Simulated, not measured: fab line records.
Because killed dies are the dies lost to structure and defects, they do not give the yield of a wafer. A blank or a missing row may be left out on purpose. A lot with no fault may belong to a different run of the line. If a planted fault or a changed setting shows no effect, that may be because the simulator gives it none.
A struck lot beside a sound one -- flow n5 finfet -- 15 steps out of a route of 1938
Sound: these wafers, L627.1, L627.3, L627.4. Struck: wafer L634.2 (left out: L634.1, L634.3 of the same lot, which were not struck); the cause appears at the end.
Per side, at each step with rows, come the tool, then ch with its chambers, and then its first start. Under that, the readings that differ: sound wafers -- struck wafers -- difference of the means -- sigmas: that difference in standard deviations of wafers without a fault.
alike: readings whose means differ by less than 2 such deviations, and words and numbers that are the same on both sides. not compared: withheld readings, readings that some wafer has no value for, bounds like >300 that may hide the same value, and numbers for which the record gives no deviation and whose values overlap.
The two part at a step that has a row with sigmas, a row that says differs or no value, or rows on one side only. Non-overlapping numbers with no deviation appear without sigmas and do not part them. A reading missing from all wafers of one side parts the sides only when that side holds two or more wafers.

first, 2 steps without rows for these wafers: N5_BEOL_M1_SPUTTER_92 (material Cu, target thk 4.5 nm, time 8.29 s); N5_BEOL_M1_ANNEAL_93 (time 240 s).
N5_BEOL_M1_SPUTTER_94: material Cu, target thk 4.5 nm, time 8.29 s.
  sound: pvd sputter-03 at day 7 22:55; struck: pvd sputter-03 at day 9 18:58
  alike: throttle valve pct
N5_BEOL_M1_ANNEAL_95: time 240 s.
  sound: pvd sputter-03 at day 7 23:00; struck: pvd sputter-03 at day 9 19:03
  alike: heater power w
N5_BEOL_M1_SPUTTER_96: material Cu, target thk 4.5 nm, time 8.29 s.
  sound: pvd sputter-03 at day 7 23:08; struck: pvd sputter-03 at day 9 19:11
  alike: throttle valve pct
then, 1 step without rows for these wafers: N5_BEOL_M1_ECD_50 (material Cu, target thk 300 nm).
N5_BEOL_M1_ANNEAL_51: time 90 s.
  sound on rtp anneal-01 ch 0, day 7 23:20; struck on rtp anneal-02 ch 0, day 9 19:23
  alike: wafer_temp_C_max
then, 1 step without rows for these wafers: N5_BEOL_M1_CMP_52 (polishes, stops on SiOC, t overpolish 6.8 s, target thk 40 nm).
N5_BEOL_M1_THK_MEAS_53: measures by xrf.
  sound: film metro-02 at day 7 23:56; struck: film metro-02 at day 9 19:59
  alike: M1_THK
N5_BEOL_M1_PRE_CLEAN_60: time 15 s.
  sound on cvd co-02 ch 1,2, day 7 23:58; struck on cvd co-02 ch 2, day 9 20:04
  alike: heater power w
then, 2 steps without rows for these wafers: N5_BEOL_M1_CO_CAP_55 (material Co, precursor CCTBA/H2, target thk 2 nm, time 102.1 s); N5_BEOL_M1_PRE_CLEAN_56 (time 15 s).
N5_BEOL_M1_DEP_57: deposits SiCN from 3MS/NH3, target thk 8 nm, time 14 s.
  sound on pecvd-01 ch 0,1,2, day 8 00:07; struck on pecvd-02 ch 0, day 9 20:14
reading,sound,struck,difference,sigmas
model.SiCN_of_BEOL_M1_DEP_57.thk nm (nm),7.8 7.8 8,13.6,+5.7,
  alike: showerhead plenum p Torr, throttle valve pct
N5_BEOL_M1_RS_MEAS_58: the measuring method here is four-point-probe.
  sound: film metro-02 at day 8 00:11; struck: film metro-02 at day 9 20:19
  alike: M1_RS
-- record jumps: 2 days separate the struck wafers' starts on either side; left off in module BEOL_M1, taken up again in module BEOL_M4, whose first shown step is the route's number 1111 --
N5_BEOL_M4_RC_MEAS_101:
  sound on prober-02 ch 0, day 9 14:12; struck on prober-01 ch 0, day 11 21:13
  alike: DIBL_N, DIBL_P, IOFF_N, IOFF_P, ION_N, ION_P, SS_N, SS_P, VT_N, VT_P

## WHERE THEY PART
Nowhere in this record.

WHY: what had been put in by the simulator
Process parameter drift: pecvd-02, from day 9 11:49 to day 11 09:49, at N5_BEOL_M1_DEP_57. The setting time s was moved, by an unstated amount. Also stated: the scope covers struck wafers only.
